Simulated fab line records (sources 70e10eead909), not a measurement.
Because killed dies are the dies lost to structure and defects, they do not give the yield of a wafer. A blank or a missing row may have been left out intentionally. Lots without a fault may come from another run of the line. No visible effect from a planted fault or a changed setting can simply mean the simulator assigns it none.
fab line records	flow nand_harc
[record] lots = 24	wafers = 72	last_day = 25
route steps=1159 shown A_CONTACT@908 A_BLC@993 A_M0@1008 A_BONDPAD@1087
lots that met no fault: taken from a fault-free run of the same line
start_h: start of the lot's first displayed wafer, in hours after the record's first day	wait_h: hours elapsed since this lot's preceding step	" the same as in the row above	L1.1+2: one row covering several wafers at once	- no value, or no start was given	* or withheld: withheld	< > ~ a bound
route shown NAME@n: NAME is a module with steps in the file, n the number in the route of the first one	usual: mean/standard deviation of fault-free wafers	same: alike in all rows	chamber/n: place in a boat	sites: the reading at each site	_std_site: how widely they spread, as a standard deviation	_edge_site: outer sites' mean less inner sites'	radius_mm: for every site, how far away it sits from the centre of the wafer	mask NAME#n: copy n	behind: the last tool/chamber to shape the wafer	hold: why the lot went on hold/how many hours it stayed there/how the hold came to an end	device: whichever transistor did not switch (one of n, p or np)	end of line: at the end of the route, the tests of the same wafers	for a step that has no rows: nothing shown but its recipe	killed: at the first sort, the dies lost to defects and structure; wafer yield is something else	map: a wafer's dies, x killed, . not, _ none there
set.NAME: the setting that was run; set.NAME@STEP: the one run at that earlier step	model.NAME: the simulator's own value behind a step, which no gauge read
the route's steps for a sample of lots (tables are steps, rows are wafers)
services: when a tool's chamber went out of use (start_h, in hours from the record's first day, below 0 if earlier), for how many hours, and the reason
[[steps]]
[step NHARC_A_CONTACT_ETCH_128]
[recipe] source_w = withheld	pressure_mtorr = 20	bias_v = 1200	time_s = 155	target_depth_a = 9560	ar_flow_sccm = withheld	c4f8_flow_sccm = withheld	o2_flow_sccm = withheld	chemistry = C4F8/O2/Ar
[usual] chamber_pressure_mTorr = 20.000/0.017
lot.wafer	tool	chamber	start_h	wait_h	chamber_pressure_mTorr	rf_hours_counter_h
L074.4	har_cap_etch-03	0	386.50	0.1	19.977	-
L074.5	"	1	"	"	19.996	-
L074.6	"	0	"	"	20.009	-
L078.2	har_cap_etch-01	0	387.21	0.1	20.020	59
L078.5	"	0	"	"	19.988	-
L078.6	"	1	"	"	19.988	-
L075.3	har_cap_etch-02	1	390.64	0.1	19.981	-
L075.6	"	0	"	"	20.004	-
L075.5	"	1	"	"	20.015	-
L076.1	har_cap_etch-03	1	397.41	0.1	20.015	85
L076.4	"	0	"	"	19.962	-
L076.6	"	0	"	"	20.005	-
L077.1	har_cap_etch-01	1	405.52	0.1	20.000	63
L077.3	"	1	"	"	20.001	-
L077.5	"	0	"	"	19.994	-
L079.2	har_cap_etch-03	0	410.61	0.1	19.993	87
L079.1	"	1	"	"	19.999	87
L079.6	"	0	"	"	19.996	-
L081.4	har_cap_etch-01	0	418.68	0.1	19.992	-
L081.3	"	1	"	"	19.993	-
L081.6	"	1	"	"	20.014	-
L080.2	har_cap_etch-02	0	424.04	0.1	19.988	18
L080.1	"	1	"	"	19.972	18
L080.3	"	0	"	"	19.993	-
L082.1	har_cap_etch-03	1	435.15	0.1	19.996	92
L082.4	"	0	"	"	19.980	-
L082.5	"	0	"	"	20.000	-
L084.1	har_cap_etch-02	1	437.62	0.1	20.008	21
L084.4	"	0	"	"	20.009	-
L084.5	"	1	"	"	19.994	-
L083.2	har_cap_etch-01	0	438.39	0.1	20.020	68
L083.4	"	1	"	"	20.015	-
L083.5	"	0	"	"	20.015	-
L088.4	har_cap_etch-03	1	466.14	0.1	19.976	-
L088.5	"	1	"	"	20.010	-
L088.6	"	0	"	"	19.985	-
L086.1	har_cap_etch-02	0	466.82	0.1	20.011	24
L086.2	"	1	"	"	20.003	24
L086.3	"	0	"	"	19.982	-
L087.4	har_cap_etch-03	0	472.99	0.1	20.009	-
L087.6	"	0	"	"	19.989	-
L087.5	"	1	"	"	20.007	-
L085.4	har_cap_etch-03	0	480.49	0.1	20.029	-
L085.6	"	0	"	"	20.022	-
L085.5	"	1	"	"	20.016	-
L090.2	har_cap_etch-01	1	483.78	0.1	19.999	74
L090.4	"	0	"	"	20.023	-
L090.5	"	0	"	"	19.972	-
L093.2	har_cap_etch-01	0	487.32	0.1	20.025	76
L093.1	"	1	"	"	20.005	76
L093.3	"	1	"	"	20.000	-
L091.2	har_cap_etch-03	1	496.48	0.1	19.975	102
L091.4	"	1	"	"	20.016	-
L091.6	"	1	"	"	20.023	-
L095.2	har_cap_etch-01	1	497.84	0.1	20.033	78
L095.4	"	1	"	"	20.019	-
L095.6	"	1	"	"	19.985	-
L092.2	har_cap_etch-02	1	503.63	0.1	19.988	31
L092.3	"	1	"	"	20.010	-
L092.6	"	0	"	"	20.002	-
L089.1	har_cap_etch-01	1	505.00	0.1	20.004	81
L089.3	"	0	"	"	20.001	-
L089.6	"	0	"	"	20.001	-
L094.1	har_cap_etch-01	1	508.64	0.1	19.981	82
L094.4	"	0	"	"	20.036	-
L094.6	"	1	"	"	19.994	-
L097.2	har_cap_etch-01	0	513.22	0.1	20.009	83
L097.1	"	1	"	"	19.999	83
L097.6	"	1	"	"	19.993	-
L096.2	har_cap_etch-03	0	515.03	0.1	19.993	107
L096.3	"	1	"	"	20.011	-
L096.5	"	0	"	"	20.003	-
[step NHARC_A_CONTACT_ETCH_91]
[recipe] target_depth_a = 400	over_etch_frac = 0.5	time_s = 85.7	ion_energy_ev = 120	ch3f_flow_sccm = 50	o2_flow_sccm = 30	ar_flow_sccm = 200	rf_w = 500	bias_w = 100	chemistry = CH3F/O2
[usual] chamber_pressure_mTorr = 25.000/0.023	drypump_motor_current_A = 5.7/0.38	oes_product_au = 0.94/0.03	rf_fwd_power_W = 496.3/2.2	rf_vpp_V = 244.9/1.5	showerhead_plenum_p_Torr = 2.49/0.092	throttle_valve_pct = 20.663/0.0091
lot.wafer	tool	chamber	start_h	wait_h	chamber_pressure_mTorr	drypump_motor_current_A	oes_product_au	rf_fwd_power_W	rf_hours_counter_h	rf_vpp_V	showerhead_plenum_p_Torr	throttle_valve_pct
L074.4	rie_diel-11	3	387.75	0.4	24.989	5.9	0.93	493.7	4	245.3	2.51	20.656
L074.6	"	0	"	"	25.005	5.3	0.93	498.2	-	242.7	2.44	20.675
L074.5	"	1	"	"	24.975	5.5	0.93	493.0	-	244.9	2.50	20.654
L078.2	rie_diel-03	1	388.52	0.6	24.999	5.5	0.93	499.0	26	245.8	2.61	20.655
L078.6	"	2	"	"	25.003	5.4	0.92	495.1	-	245.5	2.54	20.666
L078.5	"	3	"	"	25.006	6.3	0.93	496.5	-	244.7	2.54	20.646
L075.3	rie_diel-04	3	391.88	0.4	25.007	6.1	0.93	494.7	40	245.0	2.46	20.677
L075.6	"	1	"	"	24.999	5.0	0.93	495.6	-	244.4	2.41	20.680
L075.5	"	2	"	"	24.957	5.6	0.92	496.4	-	242.0	2.38	20.647
L076.4	rie_diel-11	2	398.70	0.4	25.024	6.1	0.93	496.9	8	247.6	2.61	20.676
L076.1	"	3	"	"	25.032	5.9	0.93	495.3	8	243.9	2.51	20.673
L076.6	"	1	"	"	25.012	5.5	0.92	497.0	-	245.7	2.50	20.661
L077.3	rie_diel-03	2	406.81	0.4	25.013	5.4	0.99	495.5	1	244.6	2.54	20.665
L077.1	"	3	"	"	24.981	6.3	1.00	500.6	1	244.5	2.54	20.664
L077.5	"	0	"	"	25.041	5.4	0.99	495.7	-	241.9	2.31	20.672
L079.1	rie_diel-03	3	411.89	0.5	25.021	6.3	0.92	498.3	1	246.3	2.54	20.662
L079.2	"	0	"	"	24.986	5.4	0.93	496.9	1	241.8	2.31	20.661
L079.6	"	0	"	"	25.005	5.4	0.92	496.9	-	243.3	2.31	20.667
L081.4	rie_diel-11	1	419.91	0.4	25.010	5.5	0.93	493.3	16	245.0	2.50	20.664
L081.3	"	0	"	"	25.023	5.3	0.93	497.1	15	244.3	2.43	20.669
L081.6	"	1	"	"	24.988	5.5	0.93	493.6	-	244.4	2.49	20.650
L080.2	rie_diel-11	2	425.35	0.6	24.991	6.1	1.01	498.1	17	247.6	2.61	20.677
L080.3	"	3	"	"	25.004	5.9	1.00	493.0	18	245.2	2.50	20.662
L080.1	"	1	"	"	25.004	5.5	0.99	502.0	17	244.4	2.49	20.651
L082.4	rie_diel-11	2	436.40	0.4	24.987	6.1	0.92	496.5	21	245.1	2.60	20.657
L082.1	"	3	"	"	25.008	5.9	0.92	494.3	23	247.0	2.50	20.663
L082.5	"	3	"	"	24.986	5.9	0.93	492.1	-	245.6	2.50	20.668
L084.4	rie_diel-03	2	438.93	0.4	24.972	5.4	0.92	495.9	7	244.2	2.54	20.659
L084.1	"	3	"	"	24.982	6.4	0.93	500.5	7	244.9	2.54	20.656
L084.5	"	1	"	"	24.979	5.6	0.92	497.3	-	245.7	2.61	20.667
L083.4	rie_diel-04	2	439.64	0.4	25.028	5.6	0.92	494.4	61	243.4	2.38	20.660
L083.2	"	3	"	"	24.967	6.2	0.94	489.5	59	243.7	2.46	20.657
L083.5	"	3	"	"	24.986	6.2	0.93	493.4	-	244.4	2.46	20.660
L088.4	rie_diel-03	2	467.38	0.4	25.024	5.4	0.91	493.6	10	244.8	2.54	20.672
L088.6	"	1	"	"	25.023	5.5	0.93	497.5	-	248.5	2.61	20.671
L088.5	"	2	"	"	24.980	5.4	0.92	494.9	-	246.5	2.54	20.649
L086.1	rie_diel-11	0	468.11	0.5	25.011	5.3	1.01	496.6	32	243.7	2.43	20.645
L086.2	"	1	"	"	25.021	5.5	1.01	497.4	28	244.7	2.49	20.664
L086.3	"	2	"	"	24.951	6.0	1.02	497.5	29	247.3	2.60	20.667
L087.4	rie_diel-03	0	474.33	0.5	24.975	5.4	0.92	497.6	12	242.0	2.31	20.660
L087.6	"	3	"	"	24.989	6.4	0.92	501.3	-	245.0	2.53	20.659
L087.5	"	0	"	"	25.011	5.4	0.92	494.8	-	242.8	2.31	20.669
L085.4	rie_diel-03	0	481.77	0.5	24.962	5.4	0.91	497.6	-	242.2	2.31	20.665
L085.6	"	2	"	"	25.059	5.4	0.92	494.9	-	246.3	2.54	20.651
L085.5	"	3	"	"	25.001	6.3	0.92	498.5	-	246.3	2.53	20.677
L090.2	rie_diel-03	2	485.07	0.5	25.010	5.4	0.99	496.9	14	246.9	2.54	20.663
L090.4	"	0	"	"	24.986	5.4	1.00	498.5	-	243.3	2.31	20.662
L090.5	"	3	"	"	25.006	6.3	1.01	498.9	-	245.9	2.53	20.678
L093.3	rie_diel-03	2	488.61	0.4	24.988	5.4	0.91	494.3	15	246.1	2.54	20.667
L093.2	"	3	"	"	24.992	6.4	0.93	497.9	15	245.7	2.53	20.672
L093.1	"	0	"	"	25.022	5.4	0.93	496.7	16	239.9	2.31	20.653
L091.2	rie_diel-03	3	497.73	0.5	25.015	6.3	0.92	497.3	17	245.3	2.53	20.682
L091.4	"	1	"	"	25.033	5.6	0.91	499.6	14	245.4	2.61	20.653
L091.6	"	0	"	"	25.009	5.4	0.91	492.5	-	241.3	2.31	20.653
L095.4	rie_diel-11	2	499.13	0.4	25.013	6.0	0.93	496.2	42	246.5	2.60	20.680
L095.2	"	3	"	"	24.908	5.9	0.92	493.8	43	245.4	2.49	20.681
L095.6	"	1	"	"	25.042	5.5	0.94	499.2	-	244.7	2.48	20.657
L092.3	rie_diel-03	3	504.92	0.4	25.018	6.3	0.92	499.8	18	246.0	2.53	20.663
L092.2	"	1	"	"	25.002	5.6	0.92	495.2	15	247.5	2.61	20.678
L092.6	"	3	"	"	25.009	6.3	0.92	499.2	-	244.1	2.53	20.664
L089.1	rie_diel-11	3	506.28	0.5	24.997	5.9	0.93	495.0	44	244.4	2.49	20.656
L089.3	"	0	"	"	25.015	5.3	0.93	496.3	46	243.0	2.42	20.662
L089.6	"	0	"	"	25.015	5.3	0.94	496.3	-	244.0	2.42	20.660
L094.4	rie_diel-03	0	509.94	0.4	24.992	5.4	0.92	499.5	21	243.0	2.31	20.674
L094.1	"	1	"	"	24.980	5.6	0.92	496.4	17	246.4	2.61	20.668
L094.6	"	2	"	"	25.017	5.4	0.91	493.1	-	246.8	2.53	20.666
L097.1	rie_diel-11	1	514.51	0.5	25.004	5.5	0.92	496.0	47	245.0	2.48	20.654
L097.2	"	3	"	"	25.024	5.8	0.93	494.1	48	245.6	2.49	20.661
L097.6	"	1	"	"	25.006	5.5	0.92	495.0	-	245.8	2.48	20.653
L096.2	rie_diel-03	3	516.29	0.5	25.005	6.3	0.92	494.4	21	244.0	2.53	20.650
L096.3	"	1	"	"	24.983	5.6	0.92	499.8	18	247.7	2.61	20.664
L096.5	"	3	"	"	24.975	6.4	0.91	497.8	-	246.6	2.53	20.664
[step NHARC_A_BLC_INSPECT_28]
[usual] raw_defect_count = 425/100
lot.wafer	tool	chamber	start_h	wait_h	raw_defect_count
L074.4	defect_inspect-02	-	405.33	0.1	455
L074.5	"	-	"	"	473
L074.6	"	-	"	"	674
L078.2	defect_inspect-02	-	407.22	0.1	287
L078.5	"	-	"	"	280
L078.6	"	-	"	"	270
L075.3	defect_inspect-01	-	407.87	0.1	258
L075.5	"	-	"	"	290
L075.6	"	-	"	"	263
L076.1	defect_inspect-01	-	410.59	0.1	366
L076.4	"	-	"	"	404
L076.6	"	-	"	"	427
L077.1	defect_inspect-01	-	427.03	0.1	503
L077.3	"	-	"	"	321
L077.5	"	-	"	"	514
L079.1	defect_inspect-02	-	428.10	0.1	523
L079.2	"	-	"	"	487
L079.6	"	-	"	"	439
L081.3	defect_inspect-02	-	432.58	0.1	494
L081.4	"	-	"	"	278
L081.6	"	-	"	"	725
L080.1	defect_inspect-02	-	440.67	0.1	394
L080.2	"	-	"	"	602
L080.3	"	-	"	"	429
L082.1	defect_inspect-02	-	459.57	0.1	346
L082.4	"	-	"	"	436
L082.5	"	-	"	"	563
L084.1	defect_inspect-02	-	462.38	0.1	412
L084.4	"	-	"	"	328
L084.5	"	-	"	"	417
L083.2	defect_inspect-01	-	462.81	0.1	580
L083.4	"	-	"	"	521
L083.5	"	-	"	"	495
L088.4	defect_inspect-02	-	489.33	0.1	272
L088.5	"	-	"	"	303
L088.6	"	-	"	"	266
L086.1	defect_inspect-02	-	498.26	0.1	425
L086.2	"	-	"	"	319
L086.3	"	-	"	"	362
L087.4	defect_inspect-01	-	498.70	0.1	571
L087.5	"	-	"	"	438
L087.6	"	-	"	"	490
L085.4	defect_inspect-02	-	503.70	0.1	418
L085.5	"	-	"	"	421
L085.6	"	-	"	"	508
L090.2	defect_inspect-02	-	504.43	0.1	294
L090.4	"	-	"	"	347
L090.5	"	-	"	"	336
L093.1	defect_inspect-01	-	506.46	0.1	388
L093.2	"	-	"	"	506
L093.3	"	-	"	"	355
L091.2	defect_inspect-01	-	511.69	0.1	357
L091.4	"	-	"	"	254
L091.6	"	-	"	"	390
L095.2	defect_inspect-02	-	513.98	0.1	353
L095.4	"	-	"	"	473
L095.6	"	-	"	"	396
L092.2	defect_inspect-01	-	523.77	0.1	482
L092.3	"	-	"	"	456
L092.6	"	-	"	"	418
L089.1	defect_inspect-02	-	524.17	0.1	569
L089.3	"	-	"	"	435
L089.6	"	-	"	"	271
L094.1	defect_inspect-01	-	527.07	0.1	455
L094.4	"	-	"	"	469
L094.6	"	-	"	"	467
L097.1	defect_inspect-02	-	531.80	0.1	375
L097.2	"	-	"	"	330
L097.6	"	-	"	"	295
L096.2	defect_inspect-01	-	531.95	0.1	512
L096.3	"	-	"	"	486
L096.5	"	-	"	"	394
[step NHARC_A_M0_ETCH_34]
[recipe] target_depth_a = 400	overetch_a = 120	time_s = 43.94	ion_energy_ev = 200	n2_flow_sccm = 150	h2_flow_sccm = 150	ar_flow_sccm = 0	rf_w = 400	bias_w = 150	chemistry = N2/H2
[usual] chamber_pressure_mTorr = 30.003/0.026	drypump_motor_current_A = 5.7/0.49	oes_product_au = 1.001/0.0068	rf_fwd_power_W = 394.5/1.6	rf_vpp_V = 430.8/2.4	showerhead_plenum_p_Torr = 2.05/0.085	throttle_valve_pct = 14.172/0.0076
lot.wafer	tool	chamber	start_h	wait_h	chamber_pressure_mTorr	drypump_motor_current_A	oes_product_au	rf_fwd_power_W	rf_hours_counter_h	rf_vpp_V	showerhead_plenum_p_Torr	throttle_valve_pct
L074.4	rie_diel-08	2	406.54	0.1	29.946	6.0	0.996	396.4	5	431.1	2.06	14.162
L074.5	"	3	"	"	29.975	5.6	1.004	394.7	-	430.5	2.04	14.168
L074.6	"	0	"	"	29.994	5.7	0.998	393.4	-	432.0	2.08	14.171
L078.2	rie_diel-10	3	408.30	0.1	30.017	5.0	1.012	394.2	2	431.4	2.04	14.174
L078.5	"	2	"	"	30.018	6.4	1.003	392.1	-	432.5	2.11	14.171
L078.6	"	3	"	"	30.031	4.9	1.016	394.8	-	431.6	2.03	14.176
L075.3	rie_diel-10	1	408.94	0.1	30.003	5.6	0.993	398.6	3	430.6	1.95	14.169
L075.6	"	3	"	"	29.951	4.9	0.999	394.1	-	430.7	2.03	14.174
L075.5	"	0	"	"	30.009	5.0	0.998	393.8	-	433.9	2.14	14.178
L076.4	rie_diel-10	1	411.78	0.1	29.992	5.6	1.003	394.7	3	427.3	1.95	14.179
L076.1	"	0	"	"	30.027	5.0	0.995	394.7	3	433.3	2.14	14.160
L076.6	"	2	"	"	30.017	6.4	1.001	396.9	-	433.9	2.11	14.176
L077.1	rie_diel-13	0	428.26	0.1	29.993	6.0	0.988	393.2	9	434.0	2.19	14.182
L077.3	"	2	"	"	29.996	6.5	0.993	391.6	-	431.5	2.04	14.170
L077.5	"	2	"	"	30.050	6.5	1.008	393.6	-	431.1	2.04	14.183
L079.1	rie_diel-10	3	429.30	0.1	30.053	4.9	1.012	393.3	4	429.4	2.03	14.171
L079.2	"	1	"	"	29.976	5.6	1.003	397.8	5	426.5	1.95	14.170
L079.6	"	3	"	"	29.992	5.0	1.010	394.4	-	430.9	2.03	14.163
L081.3	rie_diel-10	1	433.76	0.1	29.982	5.6	0.992	395.7	5	428.6	1.95	14.174
L081.4	"	0	"	"	30.048	5.0	1.000	395.6	5	432.6	2.14	14.165
L081.6	"	2	"	"	29.948	6.4	1.000	392.5	-	431.5	2.11	14.183
L080.3	rie_diel-10	0	441.85	0.1	29.975	5.0	1.001	395.9	6	433.2	2.14	14.175
L080.2	"	1	"	"	30.010	5.6	1.001	394.4	6	430.0	1.95	14.183
L080.1	"	2	"	"	29.996	6.4	1.007	393.6	5	432.0	2.11	14.183
L082.1	rie_diel-08	1	460.75	0.1	29.970	5.3	0.992	396.5	11	426.5	1.93	14.176
L082.4	"	2	"	"	30.042	6.0	0.992	395.3	11	431.5	2.06	14.184
L082.5	"	2	"	"	30.009	6.0	0.992	395.5	-	431.1	2.06	14.173
L084.4	rie_diel-10	0	463.58	0.1	30.001	5.0	0.998	396.0	7	432.4	2.14	14.182
L084.1	"	1	"	"	29.991	5.6	0.995	394.8	8	427.3	1.95	14.181
L084.5	"	2	"	"	30.004	6.4	0.996	394.1	-	433.0	2.11	14.173
L083.2	rie_diel-13	3	463.99	0.1	29.999	5.9	1.007	392.6	0	426.3	1.91	14.184
L083.4	"	1	"	"	30.016	6.0	1.010	393.8	0	428.8	2.01	14.172
L083.5	"	3	"	"	29.973	5.9	1.017	392.9	-	425.6	1.91	14.180
L088.4	rie_diel-10	2	490.52	0.1	29.956	6.4	1.004	392.9	8	433.0	2.11	14.175
L088.6	"	3	"	"	29.998	5.0	1.009	395.6	-	429.2	2.03	14.170
L088.5	"	0	"	"	30.001	5.0	0.998	393.0	-	432.1	2.14	14.160
L086.1	rie_diel-13	0	499.46	0.1	30.007	6.0	0.992	394.4	3	432.7	2.18	14.163
L086.2	"	1	"	"	29.966	6.0	1.003	393.0	3	429.9	2.01	14.180
L086.3	"	2	"	"	29.997	6.5	0.999	393.0	3	431.1	2.04	14.175
L087.4	rie_diel-13	1	499.88	0.1	30.015	6.0	1.007	394.9	3	431.0	2.01	14.169
L087.5	"	3	"	"	30.005	5.9	1.012	394.3	-	427.0	1.91	14.184
L087.6	"	0	"	"	29.992	5.9	0.985	396.0	-	434.5	2.18	14.180
L085.4	rie_diel-08	3	504.90	0.1	29.991	5.5	0.990	393.6	1	430.2	2.03	14.173
L085.6	"	2	"	"	29.984	6.0	1.001	397.1	-	429.5	2.06	14.173
L085.5	"	3	"	"	30.014	5.5	0.985	392.1	-	430.3	2.03	14.168
L090.2	rie_diel-13	0	505.48	0.1	30.054	5.9	1.005	393.5	4	434.8	2.18	14.181
L090.4	"	1	"	"	29.993	6.0	1.000	391.7	4	429.7	2.01	14.177
L090.5	"	0	"	"	30.055	5.9	1.006	392.6	-	433.7	2.18	14.178
L093.1	rie_diel-08	1	507.63	0.1	29.971	5.3	0.988	396.8	1	428.4	1.93	14.183
L093.3	"	3	"	"	30.017	5.6	0.995	393.7	1	428.9	2.03	14.164
L093.2	"	0	"	"	29.975	5.6	0.993	391.3	1	432.1	2.07	14.172
L091.4	rie_diel-13	0	512.86	0.1	29.998	5.9	1.004	394.7	5	434.5	2.18	14.167
L091.2	"	1	"	"	30.026	6.0	1.002	393.5	5	430.1	2.01	14.168
L091.6	"	1	"	"	29.985	6.0	1.000	392.8	-	430.2	2.01	14.176
L095.4	rie_diel-10	3	515.16	0.1	29.969	4.9	0.997	393.0	10	429.6	2.03	14.174
L095.2	"	0	"	"	29.972	5.0	0.996	393.5	11	432.3	2.14	14.172
L095.6	"	2	"	"	30.026	6.4	0.995	392.9	-	432.3	2.11	14.160
L092.3	rie_diel-10	1	524.94	0.1	30.028	5.6	0.993	395.1	11	427.8	1.95	14.178
L092.2	"	0	"	"	30.021	5.0	1.005	395.2	11	432.7	2.14	14.157
L092.6	"	2	"	"	29.995	6.4	0.991	394.4	-	433.0	2.11	14.163
L089.3	rie_diel-13	3	525.35	0.1	30.027	5.9	1.006	395.0	6	426.7	1.91	14.161
L089.1	"	0	"	"	30.006	6.0	1.008	394.1	6	434.4	2.18	14.173
L089.6	"	3	"	"	30.000	5.9	1.008	395.5	-	427.3	1.91	14.169
L094.4	rie_diel-08	2	528.25	0.1	29.982	6.0	1.004	396.5	2	430.8	2.06	14.156
L094.1	"	0	"	"	30.022	5.6	0.999	396.8	3	430.2	2.07	14.169
L094.6	"	2	"	"	30.010	6.0	1.009	397.4	-	431.2	2.06	14.174
L097.2	rie_diel-08	3	532.87	0.1	30.019	5.6	0.997	392.3	3	429.4	2.03	14.166
L097.1	"	0	"	"	29.994	5.7	0.985	393.8	3	430.8	2.07	14.174
L097.6	"	2	"	"	29.978	6.0	0.993	397.1	-	431.7	2.06	14.174
L096.2	rie_diel-13	0	533.34	0.2	30.022	5.9	1.001	393.2	7	435.3	2.18	14.163
L096.3	"	2	"	"	29.959	6.6	1.000	395.5	6	430.8	2.04	14.196
L096.5	"	1	"	"	29.972	6.0	1.002	394.7	-	430.4	2.00	14.174
[step NHARC_A_M0_DEGAS_28]
[recipe] temp_c = 250	time_s = 60
[usual] heater_power_w = 344/48
lot.wafer	tool	chamber	start_h	wait_h	heater_power_w
L074.4	pvd_sputter-02	-	407.35	-	418
L074.5	"	-	"	"	416
L074.6	"	-	"	"	348
L078.2	pvd_sputter-01	-	409.18	-	257
L078.6	"	-	"	"	388
L078.5	"	-	"	"	337
L075.3	pvd_sputter-03	-	409.77	-	384
L075.6	"	-	"	"	388
L075.5	"	-	"	"	296
L076.4	pvd_sputter-01	-	412.68	-	295
L076.1	"	-	"	"	264
L076.6	"	-	"	"	342
L077.1	pvd_sputter-03	-	429.17	-	288
L077.3	"	-	"	"	334
L077.5	"	-	"	"	298
L079.1	pvd_sputter-02	-	430.14	-	419
L079.2	"	-	"	"	349
L079.6	"	-	"	"	306
L081.3	pvd_sputter-02	-	434.61	-	307
L081.4	"	-	"	"	360
L081.6	"	-	"	"	322
L080.1	pvd_sputter-02	-	442.69	-	433
L080.3	"	-	"	"	359
L080.2	"	-	"	"	310
L082.1	pvd_sputter-02	-	461.58	-	356
L082.4	"	-	"	"	321
L082.5	"	-	"	"	348
L084.1	pvd_sputter-02	-	464.42	-	321
L084.4	"	-	"	"	304
L084.5	"	-	"	"	356
L083.2	pvd_sputter-01	-	464.84	-	407
L083.4	"	-	"	"	299
L083.5	"	-	"	"	348
L088.4	pvd_sputter-02	-	491.37	-	360
L088.6	"	-	"	"	315
L088.5	"	-	"	"	300
L086.1	pvd_sputter-01	-	500.29	-	333
L086.2	"	-	"	"	307
L086.3	"	-	"	"	259
L087.4	pvd_sputter-02	-	500.72	-	319
L087.6	"	-	"	"	310
L087.5	"	-	"	"	413
L085.4	pvd_sputter-01	-	505.72	-	261
L085.5	"	-	"	"	258
L085.6	"	-	"	"	407
L090.4	pvd_sputter-03	-	506.34	-	287
L090.2	"	-	"	"	304
L090.5	"	-	"	"	389
L093.3	pvd_sputter-01	-	508.46	-	260
L093.1	"	-	"	"	340
L093.2	"	-	"	"	295
L091.4	pvd_sputter-03	-	513.69	-	391
L091.2	"	-	"	"	298
L091.6	"	-	"	"	388
L095.4	pvd_sputter-02	-	516.00	-	316
L095.2	"	-	"	"	314
L095.6	"	-	"	"	347
L092.2	pvd_sputter-02	-	525.79	-	306
L092.3	"	-	"	"	340
L092.6	"	-	"	"	310
L089.1	pvd_sputter-02	-	526.19	-	362
L089.3	"	-	"	"	321
L089.6	"	-	"	"	311
L094.1	pvd_sputter-02	-	529.08	-	314
L094.4	"	-	"	"	420
L094.6	"	-	"	"	431
L097.1	pvd_sputter-03	-	533.74	-	389
L097.2	"	-	"	"	292
L097.6	"	-	"	"	383
L096.3	pvd_sputter-01	-	534.17	-	283
L096.2	"	-	"	"	256
L096.5	"	-	"	"	256
[step NHARC_A_BONDPAD_ANNEAL_28]
[recipe] temp_c = 225	time_s = 90
[usual] wafer_temp_C_max = 226.4/0.45
lot.wafer	tool	chamber	start_h	wait_h	wafer_temp_C_max
L074.4	rtp_anneal-01	0	417.93	-	226.3
L074.5	"	0	"	"	226.5
L074.6	"	0	"	"	226.1
L078.2	rtp_anneal-02	0	419.12	-	226.3
L078.5	"	0	"	"	226.9
L078.6	"	0	"	"	227.3
L075.3	rtp_anneal-01	0	419.74	0.3	226.0
L075.5	"	0	"	"	226.3
L075.6	"	0	"	"	225.7
L076.1	rtp_anneal-01	0	423.09	0.3	225.9
L076.4	"	0	"	"	225.9
L076.6	"	0	"	"	225.9
L077.1	rtp_anneal-01	0	438.67	-	226.0
L077.3	"	0	"	"	226.1
L077.5	"	0	"	"	226.1
L079.1	rtp_anneal-02	0	440.18	-	226.9
L079.2	"	0	"	"	227.2
L079.6	"	0	"	"	226.8
L081.3	rtp_anneal-01	0	444.63	0.3	226.0
L081.4	"	0	"	"	226.7
L081.6	"	0	"	"	226.6
L080.1	rtp_anneal-01	0	452.81	0.4	226.0
L080.2	"	0	"	"	226.1
L080.3	"	0	"	"	226.2
L082.1	rtp_anneal-01	0	471.45	0.3	226.0
L082.4	"	0	"	"	226.0
L082.5	"	0	"	"	226.4
L084.1	rtp_anneal-01	0	474.17	0.3	226.4
L084.4	"	0	"	"	226.1
L084.5	"	0	"	"	226.2
L083.2	rtp_anneal-02	0	474.50	-	226.9
L083.4	"	0	"	"	226.6
L083.5	"	0	"	"	226.4
L088.4	rtp_anneal-01	0	501.31	-	226.1
L088.5	"	0	"	"	226.2
L088.6	"	0	"	"	225.8
L086.1	rtp_anneal-02	0	509.71	-	226.5
L086.2	"	0	"	"	226.6
L086.3	"	0	"	"	226.4
L087.4	rtp_anneal-02	0	510.56	-	227.4
L087.5	"	0	"	"	226.4
L087.6	"	0	"	"	226.7
L085.4	rtp_anneal-01	0	515.54	0.4	226.1
L085.5	"	0	"	"	226.3
L085.6	"	0	"	"	226.4
L090.2	rtp_anneal-01	0	515.92	-	226.0
L090.4	"	0	"	"	226.5
L090.5	"	0	"	"	226.2
L093.1	rtp_anneal-01	0	518.73	0.3	226.3
L093.2	"	0	"	"	226.1
L093.3	"	0	"	"	225.6
L091.2	rtp_anneal-01	0	523.84	-	225.7
L091.4	"	0	"	"	225.7
L091.6	"	0	"	"	226.2
L095.2	rtp_anneal-02	0	525.59	-	226.8
L095.4	"	0	"	"	227.7
L095.6	"	0	"	"	226.7
L092.2	rtp_anneal-02	0	536.18	0.3	226.9
L092.3	"	0	"	"	226.5
L092.6	"	0	"	"	226.6
L089.1	rtp_anneal-02	0	536.73	0.3	226.7
L089.3	"	0	"	"	226.8
L089.6	"	0	"	"	227.5
L094.1	rtp_anneal-01	0	538.68	0.3	226.3
L094.4	"	0	"	"	226.0
L094.6	"	0	"	"	226.3
L097.1	rtp_anneal-02	0	543.89	0.3	227.3
L097.2	"	0	"	"	226.6
L097.6	"	0	"	"	226.3
L096.2	rtp_anneal-02	0	544.28	0.3	226.7
L096.3	"	0	"	"	226.2
L096.5	"	0	"	"	226.7
[[services]]
tool	chamber	start_h	hours	kind
pvd_sputter-01	-	369.90	3.9	repair
pvd_sputter-03	-	380.67	6.5	repair
rtp_anneal-01	-	380.85	3.7	repair
pvd_sputter-02	-	392.06	10.0	pm
rie_diel-11	2	399.95	2.8	repair
rie_diel-13	1	404.72	7.4	repair
rie_diel-03	1	413.39	7.9	repair
rie_diel-13	1	418.34	10.3	repair
rie_diel-10	2	419.80	8.7	repair
rie_diel-13	3	420.37	8.8	repair
pvd_sputter-01	-	423.68	14.6	repair
har_cap_etch-01	-	427.59	2.5	repair
rie_diel-11	1	442.47	8.3	repair
pvd_sputter-01	-	452.56	1.1	repair
rie_diel-13	-	453.26	9.0	pm
pvd_sputter-03	-	456.19	2.4	repair
rie_diel-04	-	466.06	9.0	pm
rie_diel-08	-	478.82	9.0	pm
pvd_sputter-03	-	487.68	5.5	repair
rie_diel-04	-	491.98	0.2	repair
pvd_sputter-01	-	518.03	10.0	pm
rie_diel-10	-	530.53	9.0	pm
har_cap_etch-01	-	536.42	2.4	repair
rie_diel-11	-	543.64	9.0	pm
[[key]]
fault none
